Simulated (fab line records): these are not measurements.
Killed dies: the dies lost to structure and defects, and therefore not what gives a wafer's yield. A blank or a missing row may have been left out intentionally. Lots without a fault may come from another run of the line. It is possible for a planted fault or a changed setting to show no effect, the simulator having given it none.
Which tool is to blame?    flow n5-finfet    8 lots with 24 wafers sampled at 5 steps, on a route of 1938 steps

WHAT THE GAUGES READ, wafer by wafer
N5_BEOL_M3_CD_MEAS_35: target cd 18 nm, target cd y 21 nm. Usual: cd-nm 18.03 nm, standard deviation 0.3.
lot   measured      on         cd-nm (nm)         flag
L652  day 8 09:22   cd-sem-03  18.05 18.13 18.10  
L657  day 9 22:55   cd-sem-01  17.94 18.09 18.12  
L658  day 10 13:26  cd-sem-03  18.31 18.47 17.95  
L665  day 11 15:29  cd-sem-02  17.85 17.60 17.99  
L664  day 11 18:51  cd-sem-02  18.05 18.05 17.63  
L670  day 13 05:05  cd-sem-02  18.26 18.14 18.16  
L671  day 13 05:32  cd-sem-03  17.82 17.90 18.18  
L672  day 13 16:39  cd-sem-01  18.17 18.53 17.90  

N5_BEOL_M4_RC_MEAS_101. Usual: DIBL_N 35.9 mV/V, standard deviation 1.3; DIBL_P 35.9 mV/V, standard deviation 1.5; IOFF_N 0.152 nA/um, standard deviation 0.023; IOFF_P 0.204 nA/um, standard deviation 0.027; ION_N 673 uA/um, standard deviation 9.2; ION_P 462 uA/um, standard deviation 6.7; SS_N 71.4 mV/dec, standard deviation 0.48; SS_P 73.2 mV/dec, standard deviation 0.55; VT_N 250.3 mV, standard deviation 2.6; VT_P -250.6 mV, standard deviation 3.
lot   measured      on         DIBL_N (mV/V)   DIBL_P (mV/V)   IOFF_N (nA/um)     IOFF_P (nA/um)     ION_N (uA/um)  ION_P (uA/um)  SS_N (mV/dec)   SS_P (mV/dec)   VT_N (mV)          VT_P (mV)             flag
L652  day 9 18:23   prober-02  36.5 35.0 36.1  37.3 36.3 37.1  0.167 0.150 0.163  0.198 0.182 0.197  677 679 680    461 452 462    70.8 71.0 71.5  74.3 73.0 73.2  249.8 252.0 248.3  -253.7 -254.3 -251.2  
L657  day 10 22:23  prober-01  36.2 37.4 36.8  35.5 37.4 36.7  0.162 0.183 0.175  0.209 0.233 0.224  687 680 690    467 468 469    71.6 71.8 70.5  73.1 74.2 73.0  246.1 245.8 247.4  -248.9 -249.6 -248.3  
L658  day 12 03:04  prober-02  35.7 35.0 35.9  35.5 35.2 36.2  0.134 0.127 0.143  0.188 0.198 0.209  669 665 681    455 460 461    71.1 70.7 71.7  72.7 72.8 73.8  249.5 251.2 248.9  -249.6 -248.8 -248.1  
L665  day 12 12:38  prober-02  33.7 37.4 35.2  32.6 37.8 34.0  0.112 0.179 0.140  0.168 0.235 0.181  658 677 664    463 469 458    71.3 71.4 71.7  72.2 74.2 72.9  254.1 249.8 250.1  -251.2 -248.6 -250.5  
L664  day 12 14:05  prober-02  37.4 39.0 36.4  34.7 36.7 33.5  0.139 0.163 0.121  0.161 0.193 0.149  679 689 669    457 463 452    71.0 71.4 71.3  72.6 73.7 72.6  251.0 248.7 252.4  -255.2 -253.3 -252.7  
L670  day 14 01:35  prober-02  35.1 35.0 35.1  35.8 36.8 36.6  0.128 0.132 0.138  0.167 0.175 0.171  669 668 672    455 454 456    71.1 71.7 71.8  73.3 73.4 73.2  255.3 253.2 252.9  -254.2 -253.3 -257.5  
L671  day 14 19:56  prober-01  41.0 37.6 38.4  40.4 35.8 36.5  0.248 0.157 0.177  0.306 0.216 0.238  686 667 669    469 459 455    72.2 72.2 71.4  74.8 73.7 74.4  245.1 251.9 249.1  -245.4 -252.3 -249.1  
L672  day 14 22:47  prober-02  35.3 35.2 35.9  34.3 34.4 35.3  0.134 0.130 0.146  0.219 0.216 0.240  657 667 678    466 471 477    71.6 71.4 71.1  73.2 72.1 73.7  252.8 249.9 251.0  -247.0 -247.9 -244.7  

WHICH TOOL RAN EACH LOT (tool, then ch and the chambers of the sampled wafers, then the start)
lot   N5_BEOL_M3_ETCH_63                  N5_BEOL_M3_STRIP_36                 N5_BEOL_M3_TRENCH_ETCH_37
L652  rie-diel-03 ch 0,1,2, day 8 06:26   rie-diel-06 ch 0,1,3, day 8 09:01   rie-diel-06 ch 0,1,3, day 8 09:03
L657  rie-diel-03 ch 1,2,3, day 9 18:57   rie-diel-06 ch 1,2,3, day 9 22:35   rie-diel-06 ch 1,2,3, day 9 22:37
L658  rie-diel-01 ch 1,2, day 10 00:17    rie-diel-06 ch 1,3, day 10 13:05    rie-diel-06 ch 1,3, day 10 13:07
L665  rie-diel-01 ch 0,1,3, day 11 02:04  rie-diel-01 ch 0,1, day 11 15:08    rie-diel-01 ch 0,1, day 11 15:11
L664  rie-diel-06 ch 2,3, day 11 03:35    rie-diel-01 ch 0,2, day 11 18:31    rie-diel-01 ch 0,2, day 11 18:33
L670  rie-diel-03 ch 0,1, day 12 13:53    rie-diel-03 ch 1,2,3, day 13 04:44  rie-diel-03 ch 1,2,3, day 13 04:47
L671  rie-diel-06 ch 0,1,2, day 12 22:44  rie-diel-06 ch 0,1,2, day 13 05:10  rie-diel-06 ch 0,1,2, day 13 05:13
L672  rie-diel-03 ch 1,3, day 13 13:41    rie-diel-01 ch 0,2,3, day 13 16:19  rie-diel-01 ch 0,2,3, day 13 16:21
- N5_BEOL_M3_ETCH_63: etches SiARC in CF4, target depth 15.6 nm, time 26 s.
- N5_BEOL_M3_STRIP_36: strips in N2/H2.
- N5_BEOL_M3_TRENCH_ETCH_37: etches SiOC in C4F6/O2, target depth 55.555 nm, time 29.2 s.

AS READ BY THE TOOLS THEMSELVES (means over the sampled wafers that have a number; for cases with no such wafer, the mark the record gives instead)
N5_BEOL_M3_ETCH_63. Usual: bias-w 36.00 W, standard deviation 0.11; drypump-motor-current-A 5.53 A, standard deviation 0.29; etch-rf-on-time-s 25.8 s, standard deviation 0.4; mfc-ar-sccm 100.0 sccm, standard deviation 0.3; oes-product-au 0.65 a.u., standard deviation 0.055; rf-vpp-V 183.9 V, standard deviation 1.3; showerhead-plenum-p-Torr 2.13 Torr, standard deviation 0.069; throttle-valve-pct 15.60 %, standard deviation 0.27.
lot   tool         bias-w (W)  drypump-motor-current-A (A)  etch-rf-on-time-s (s)  mfc-ar-sccm (sccm)  oes-product-au (a.u.)  rf-vpp-V (V)  showerhead-plenum-p-Torr (Torr)  throttle-valve-pct (%)  flag
L652  rie-diel-03  35.95       5.36                         25.9                   100.2               0.65                   183.7         2.09                             15.66                   
L657  rie-diel-03  35.99       5.42                         26.3                   99.9                0.63                   183.6         2.08                             15.80                   
L658  rie-diel-01  36.02       5.62                         25.6                   100.0               0.61                   185.0         2.17                             15.76                   
L665  rie-diel-01  36.01       5.43                         25.5                   100.1               0.65                   184.7         2.14                             15.63                   
L664  rie-diel-06  36.09       5.67                         26.0                   100.2               0.64                   184.3         2.16                             15.46                   
L670  rie-diel-03  36.05       5.46                         26.0                   99.8                0.62                   183.2         2.07                             15.54                   
L671  rie-diel-06  36.00       5.79                         25.8                   99.9                0.70                   185.3         2.19                             15.35                   
L672  rie-diel-03  35.97       5.38                         25.7                   99.8                0.70                   182.2         2.02                             15.46                   

N5_BEOL_M3_STRIP_36. Usual: drypump-motor-current-A 5.53 A, standard deviation 0.28; oes-product-au 0.76 a.u., standard deviation 0.067; rf-vpp-V 59.3 V, standard deviation 1.5; showerhead-plenum-p-Torr 2.53 Torr, standard deviation 0.083; throttle-valve-pct 23.67 %, standard deviation 0.25.
lot   tool         drypump-motor-current-A (A)  oes-product-au (a.u.)  rf-vpp-V (V)  showerhead-plenum-p-Torr (Torr)  throttle-valve-pct (%)  flag
L652  rie-diel-06  5.51                         0.84                   58.1          2.53                             23.53                   
L657  rie-diel-06  5.66                         0.79                   60.5          2.56                             23.72                   
L658  rie-diel-06  5.37                         0.76                   60.6          2.46                             23.75                   
L665  rie-diel-01  5.43                         0.74                   59.7          2.60                             23.75                   
L664  rie-diel-01  5.49                         0.74                   58.2          2.53                             23.84                   
L670  rie-diel-03  5.41                         0.81                   60.2          2.45                             23.70                   
L671  rie-diel-06  5.80                         0.82                   59.9          2.60                             23.56                   
L672  rie-diel-01  5.48                         0.74                   58.6          2.50                             23.76                   

N5_BEOL_M3_TRENCH_ETCH_37. Usual: O2_flow_sccm 9.997 sccm, standard deviation 0.026; bias-w 185.0 W, standard deviation 0.52; drypump-motor-current-A 5.53 A, standard deviation 0.28; mfc-ar-sccm 300.1 sccm, standard deviation 0.91; oes-product-au 0.76 a.u., standard deviation 0.067; rf-vpp-V 667 V, standard deviation 6.4; showerhead-plenum-p-Torr 2.83 Torr, standard deviation 0.083; throttle-valve-pct 20.84 %, standard deviation 0.23.
lot   tool         O2_flow_sccm (sccm)  bias-w (W)  drypump-motor-current-A (A)  mfc-ar-sccm (sccm)  oes-product-au (a.u.)  rf-vpp-V (V)  showerhead-plenum-p-Torr (Torr)  throttle-valve-pct (%)  flag
L652  rie-diel-06  9.997                184.5       5.49                         300.3               0.83                   669           2.83                             20.64                   
L657  rie-diel-06  9.996                180.1       5.67                         299.7               0.79                   655           2.86                             20.65                   OFF
L658  rie-diel-06  10.029               180.2       5.37                         300.4               0.76                   652           2.76                             20.75                   OFF
L665  rie-diel-01  9.970                184.6       5.43                         299.8               0.73                   669           2.90                             20.95                   
L664  rie-diel-01  9.997                184.8       5.49                         299.8               0.74                   673           2.83                             21.05                   
L670  rie-diel-03  10.029               184.9       5.41                         299.5               0.81                   667           2.76                             20.97                   
L671  rie-diel-06  9.983                184.6       5.79                         299.8               0.82                   671           2.91                             20.58                   
L672  rie-diel-01  9.982                184.9       5.47                         299.5               0.74                   669           2.81                             20.94                   

THE ANSWER, worked out from the rows above alone
Rule: lot off if the mean of its wafers having a number is beyond 3 standard deviations from the usual mean. A lot without any number at a reading at which 4 lots or more have one is off too. Where the step has rows for the other lots, those lots are counted as sound. After the gauges, taken in route order, come the tools' own readings; for these a lot's mean is taken, as printed above. At the first step where some lot is off, the reading lying furthest off is the one used; lots without a number count as furthest.
Off: L657, L658, at N5_BEOL_M3_TRENCH_ETCH_37 (bias-w).
A tool fits if, at that step or a process step before it, it ran every lot that is off, and no sound lot after the first of them. No candidate that was tried fits.

WHAT HAD BEEN PUT IN BY THE SIMULATOR
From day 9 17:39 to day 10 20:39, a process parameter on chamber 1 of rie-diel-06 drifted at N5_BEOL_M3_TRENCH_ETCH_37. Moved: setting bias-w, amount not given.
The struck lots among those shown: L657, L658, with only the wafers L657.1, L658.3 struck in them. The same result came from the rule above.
